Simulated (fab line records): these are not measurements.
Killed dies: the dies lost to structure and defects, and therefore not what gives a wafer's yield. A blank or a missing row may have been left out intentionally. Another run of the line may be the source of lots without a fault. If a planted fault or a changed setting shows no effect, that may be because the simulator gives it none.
Chamber matching -- flow nand-harc -- 3 sister chambers for NHARC_A_M0_PRE_CLEAN_31 on pecvd-02
The step time 12 s. 14 wafers are shown with their chamber, then 7 later ones without.

## EACH WAFER AND ITS CHAMBER
wafer,chamber,heater-power-w (W),rf-fwd-power-W (W)
L076.2,1,606,291.5
L076.4,0,677,293.2
L076.6,2,687,292.7
L075.1,0,684,291.8
L075.2,2,706,293.6
L075.6,2,705,292.9
L083.2,0,685,290.4
L083.3,2,689,290.9
L083.4,2,690,292.2
L091.2,1,538,292.6
L091.3,2,615,292.2
L091.4,2,609,292.6
L094.1,1,583,294.9
L094.4,1,584,292.6

SIGNATURES (averages over the wafers above)
reading,chamber 0,chamber 1,chamber 2,scatter within a chamber
heater-power-w,682.00,577.75,671.57,34.1
rf-fwd-power-W,291.800,292.900,292.443,1.14
Rule: for each reading, subtract the chamber's mean from the wafer's reading, divide by that reading's scatter and square the result; add these up over the readings and take the root, which gives the wafer's distance from the chamber. If the next closest chamber is less than 2 further off than the closest, the wafer can't be placed; otherwise it belongs to the closest. The scatter is the square root of a quotient: the sum, over the shown wafers, of each reading's squared deviation from its chamber's mean, divided by wafers minus chambers.

## WAFERS WHOSE CHAMBER IS MISSING
wafer,heater-power-w (W),rf-fwd-power-W (W)
L094.5,677,291.9
L092.4,640,291.3
L092.5,671,291.7
L092.6,548,293.0
L096.1,721,293.3
L096.3,686,292.7
L096.6,727,293.1

## CHAMBER TAKEN BY EACH
wafer,from the rows above,in truth
L094.5,can't be placed: 0 or 2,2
L092.4,can't be placed: 0 or 2 or 1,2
L092.5,can't be placed: 0 or 2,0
L092.6,1,1
L096.1,can't be placed: 2 or 0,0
L096.3,can't be placed: 2 or 0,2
L096.6,can't be placed: 2 or 0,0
Correctly placed: 1 of 7. Unplaceable from these rows: 6, with the true chamber sitting among the candidates in 6. Number placed wrongly: 0.
